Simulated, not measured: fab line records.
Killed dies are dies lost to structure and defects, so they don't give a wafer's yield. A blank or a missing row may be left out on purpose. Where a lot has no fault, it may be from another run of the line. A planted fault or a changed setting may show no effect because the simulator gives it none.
Chamber matching / flow n5_finfet / rie_diel-01 running N5_BEOL_M2_ETCH_70: 4 sister chambers
The step etches SOC in N2/H2, target depth 80 nm, overetch 24 nm, time 130 s. 30 wafers are shown with their chamber, then 12 later ones without.

== EACH WAFER AND ITS CHAMBER ==
wafer=L074.2; chamber=3; drypump_motor_current_A (A)=5.2; showerhead_plenum_p_Torr (Torr)=2.53; throttle_valve_pct (%)=18.0
wafer=L074.4; chamber=1; drypump_motor_current_A (A)=5.1; showerhead_plenum_p_Torr (Torr)=2.55; throttle_valve_pct (%)=17.7
wafer=L074.6; chamber=2; drypump_motor_current_A (A)=6.4; showerhead_plenum_p_Torr (Torr)=2.57; throttle_valve_pct (%)=17.2
wafer=L077.2; chamber=3; drypump_motor_current_A (A)=5.2; showerhead_plenum_p_Torr (Torr)=2.52; throttle_valve_pct (%)=18.1
wafer=L077.4; chamber=2; drypump_motor_current_A (A)=6.5; showerhead_plenum_p_Torr (Torr)=2.57; throttle_valve_pct (%)=17.2
wafer=L077.5; chamber=2; drypump_motor_current_A (A)=6.5; showerhead_plenum_p_Torr (Torr)=2.57; throttle_valve_pct (%)=17.2
wafer=L078.1; chamber=3; drypump_motor_current_A (A)=5.3; showerhead_plenum_p_Torr (Torr)=2.52; throttle_valve_pct (%)=18.1
wafer=L078.3; chamber=0; drypump_motor_current_A (A)=4.9; showerhead_plenum_p_Torr (Torr)=2.46; throttle_valve_pct (%)=17.9
wafer=L078.4; chamber=2; drypump_motor_current_A (A)=6.4; showerhead_plenum_p_Torr (Torr)=2.57; throttle_valve_pct (%)=17.2
wafer=L079.1; chamber=0; drypump_motor_current_A (A)=4.9; showerhead_plenum_p_Torr (Torr)=2.46; throttle_valve_pct (%)=17.9
wafer=L079.3; chamber=1; drypump_motor_current_A (A)=5.1; showerhead_plenum_p_Torr (Torr)=2.54; throttle_valve_pct (%)=17.8
wafer=L079.4; chamber=1; drypump_motor_current_A (A)=5.1; showerhead_plenum_p_Torr (Torr)=2.54; throttle_valve_pct (%)=17.8
wafer=L081.3; chamber=2; drypump_motor_current_A (A)=6.4; showerhead_plenum_p_Torr (Torr)=2.57; throttle_valve_pct (%)=17.2
wafer=L081.5; chamber=2; drypump_motor_current_A (A)=6.4; showerhead_plenum_p_Torr (Torr)=2.57; throttle_valve_pct (%)=17.2
wafer=L081.6; chamber=0; drypump_motor_current_A (A)=4.9; showerhead_plenum_p_Torr (Torr)=2.46; throttle_valve_pct (%)=17.9
wafer=L085.2; chamber=2; drypump_motor_current_A (A)=6.4; showerhead_plenum_p_Torr (Torr)=2.56; throttle_valve_pct (%)=17.3
wafer=L085.3; chamber=0; drypump_motor_current_A (A)=4.9; showerhead_plenum_p_Torr (Torr)=2.46; throttle_valve_pct (%)=17.9
wafer=L085.5; chamber=0; drypump_motor_current_A (A)=4.9; showerhead_plenum_p_Torr (Torr)=2.46; throttle_valve_pct (%)=17.9
wafer=L083.4; chamber=0; drypump_motor_current_A (A)=4.9; showerhead_plenum_p_Torr (Torr)=2.46; throttle_valve_pct (%)=17.9
wafer=L083.5; chamber=2; drypump_motor_current_A (A)=6.5; showerhead_plenum_p_Torr (Torr)=2.56; throttle_valve_pct (%)=17.2
wafer=L083.6; chamber=1; drypump_motor_current_A (A)=5.1; showerhead_plenum_p_Torr (Torr)=2.54; throttle_valve_pct (%)=17.8
wafer=L084.3; chamber=0; drypump_motor_current_A (A)=4.9; showerhead_plenum_p_Torr (Torr)=2.46; throttle_valve_pct (%)=17.9
wafer=L084.4; chamber=1; drypump_motor_current_A (A)=5.1; showerhead_plenum_p_Torr (Torr)=2.54; throttle_valve_pct (%)=17.8
wafer=L084.5; chamber=0; drypump_motor_current_A (A)=4.9; showerhead_plenum_p_Torr (Torr)=2.46; throttle_valve_pct (%)=17.9
wafer=L087.1; chamber=0; drypump_motor_current_A (A)=4.9; showerhead_plenum_p_Torr (Torr)=2.45; throttle_valve_pct (%)=17.9
wafer=L087.3; chamber=2; drypump_motor_current_A (A)=6.5; showerhead_plenum_p_Torr (Torr)=2.56; throttle_valve_pct (%)=17.3
wafer=L087.6; chamber=3; drypump_motor_current_A (A)=5.2; showerhead_plenum_p_Torr (Torr)=2.51; throttle_valve_pct (%)=17.7
wafer=L089.4; chamber=2; drypump_motor_current_A (A)=6.5; showerhead_plenum_p_Torr (Torr)=2.56; throttle_valve_pct (%)=17.3
wafer=L089.5; chamber=1; drypump_motor_current_A (A)=5.1; showerhead_plenum_p_Torr (Torr)=2.53; throttle_valve_pct (%)=17.8
wafer=L089.6; chamber=0; drypump_motor_current_A (A)=4.9; showerhead_plenum_p_Torr (Torr)=2.45; throttle_valve_pct (%)=17.9

SIGNATURES, as means of the wafers listed above
reading=drypump_motor_current_A; chamber 0=4.900; chamber 1=5.100; chamber 2=6.450; chamber 3=5.225; scatter within a chamber=0.0354
reading=showerhead_plenum_p_Torr; chamber 0=2.4580; chamber 1=2.5400; chamber 2=2.5660; chamber 3=2.5200; scatter within a chamber=0.00555
reading=throttle_valve_pct; chamber 0=17.900; chamber 1=17.783; chamber 2=17.230; chamber 3=17.975; scatter within a chamber=0.0725
Rule: a wafer's distance from a chamber is the root of the sum, over the readings, of the square of ((its reading less the chamber's mean) divided by the reading's scatter). The wafer belongs to the nearest chamber; if the next one is less than 2 further off, it can't be placed. The scatter: the root of (the sum of the squares of (reading less its chamber's mean) over the shown wafers, divided by (wafers less chambers)).

== WAFERS MISSING THEIR CHAMBER ==
wafer=L091.3; drypump_motor_current_A (A)=5.1; showerhead_plenum_p_Torr (Torr)=2.53; throttle_valve_pct (%)=17.8
wafer=L091.5; drypump_motor_current_A (A)=6.5; showerhead_plenum_p_Torr (Torr)=2.56; throttle_valve_pct (%)=17.3
wafer=L091.6; drypump_motor_current_A (A)=5.2; showerhead_plenum_p_Torr (Torr)=2.51; throttle_valve_pct (%)=17.7
wafer=L093.2; drypump_motor_current_A (A)=5.1; showerhead_plenum_p_Torr (Torr)=2.53; throttle_valve_pct (%)=17.8
wafer=L093.3; drypump_motor_current_A (A)=5.2; showerhead_plenum_p_Torr (Torr)=2.51; throttle_valve_pct (%)=17.7
wafer=L093.5; drypump_motor_current_A (A)=4.9; showerhead_plenum_p_Torr (Torr)=2.45; throttle_valve_pct (%)=17.9
wafer=L094.1; drypump_motor_current_A (A)=4.9; showerhead_plenum_p_Torr (Torr)=2.45; throttle_valve_pct (%)=17.9
wafer=L094.5; drypump_motor_current_A (A)=4.9; showerhead_plenum_p_Torr (Torr)=2.45; throttle_valve_pct (%)=17.9
wafer=L094.6; drypump_motor_current_A (A)=5.1; showerhead_plenum_p_Torr (Torr)=2.53; throttle_valve_pct (%)=17.8
wafer=L095.1; drypump_motor_current_A (A)=4.9; showerhead_plenum_p_Torr (Torr)=2.45; throttle_valve_pct (%)=17.9
wafer=L095.4; drypump_motor_current_A (A)=6.4; showerhead_plenum_p_Torr (Torr)=2.55; throttle_valve_pct (%)=17.3
wafer=L095.5; drypump_motor_current_A (A)=6.4; showerhead_plenum_p_Torr (Torr)=2.55; throttle_valve_pct (%)=17.3

== EACH ONE'S CHAMBER ==
wafer=L091.3; from the rows above=1; in truth=1
wafer=L091.5; from the rows above=2; in truth=2
wafer=L091.6; from the rows above=can't be placed: 3 or 1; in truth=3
wafer=L093.2; from the rows above=1; in truth=1
wafer=L093.3; from the rows above=can't be placed: 3 or 1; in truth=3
wafer=L093.5; from the rows above=0; in truth=0
wafer=L094.1; from the rows above=0; in truth=0
wafer=L094.5; from the rows above=0; in truth=0
wafer=L094.6; from the rows above=1; in truth=1
wafer=L095.1; from the rows above=0; in truth=0
wafer=L095.4; from the rows above=2; in truth=2
wafer=L095.5; from the rows above=2; in truth=2
10 of 12 placed correctly. These rows do not allow placing 2 (true chamber among the candidates in 2). 0 placed wrongly.
